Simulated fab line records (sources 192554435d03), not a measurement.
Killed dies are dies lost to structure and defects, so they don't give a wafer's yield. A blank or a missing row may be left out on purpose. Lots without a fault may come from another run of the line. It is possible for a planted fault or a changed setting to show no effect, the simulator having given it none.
Chamber matching / flow n5Finfet / N5_DUMMY_GATE_ALD_02 on aldSin-02 has 4 sister chambers
The step deposits SiO2, target thk 2 nm, pulse time 1 s. 4 wafers are shown with their chamber, then 10 later ones without.

== WAFERS, EACH WITH ITS CHAMBER ==
wafer=L080.5; chamber=3; heaterPowerW (W)=530
wafer=L085.3; chamber=0; heaterPowerW (W)=545
wafer=L086.1; chamber=1; heaterPowerW (W)=460
wafer=L086.5; chamber=2; heaterPowerW (W)=507

== WAFERS MISSING THEIR CHAMBER ==
wafer=L086.6; heaterPowerW (W)=458
wafer=L087.1; heaterPowerW (W)=535
wafer=L087.3; heaterPowerW (W)=465
wafer=L087.6; heaterPowerW (W)=533
wafer=L092.1; heaterPowerW (W)=519
wafer=L092.4; heaterPowerW (W)=523
wafer=L092.6; heaterPowerW (W)=541
wafer=L094.1; heaterPowerW (W)=524
wafer=L094.5; heaterPowerW (W)=460
wafer=L094.6; heaterPowerW (W)=509

== CHAMBER TAKEN BY EACH ==
wafer=L086.6; from the rows above=1; in truth=1
wafer=L087.1; from the rows above=can't be placed: 3 or 0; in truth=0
wafer=L087.3; from the rows above=1; in truth=1
wafer=L087.6; from the rows above=can't be placed: 3 or 0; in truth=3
wafer=L092.1; from the rows above=can't be placed: 3 or 2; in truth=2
wafer=L092.4; from the rows above=can't be placed: 3 or 2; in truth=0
wafer=L092.6; from the rows above=can't be placed: 0 or 3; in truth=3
wafer=L094.1; from the rows above=3; in truth=3
wafer=L094.5; from the rows above=1; in truth=1
wafer=L094.6; from the rows above=2; in truth=2
Correctly placed: 5 of 10. Unplaceable from these rows: 5, with the true chamber sitting among the candidates in 4. Number placed wrongly: 0.
How it was worked out, from the rows above alone: a wafer's distance from a chamber is the root of the sum, over the readings, of the square of ((its reading less the chamber's mean) divided by the reading's scatter). If the next closest chamber is less than 2 further off than the closest, the wafer can't be placed; otherwise it belongs to the closest. The mean given for a chamber averages the wafers shown for that chamber. The scatter: with one shown wafer a chamber, the root of the mean of the squares of how far each hidden wafer lies from its nearest shown one.
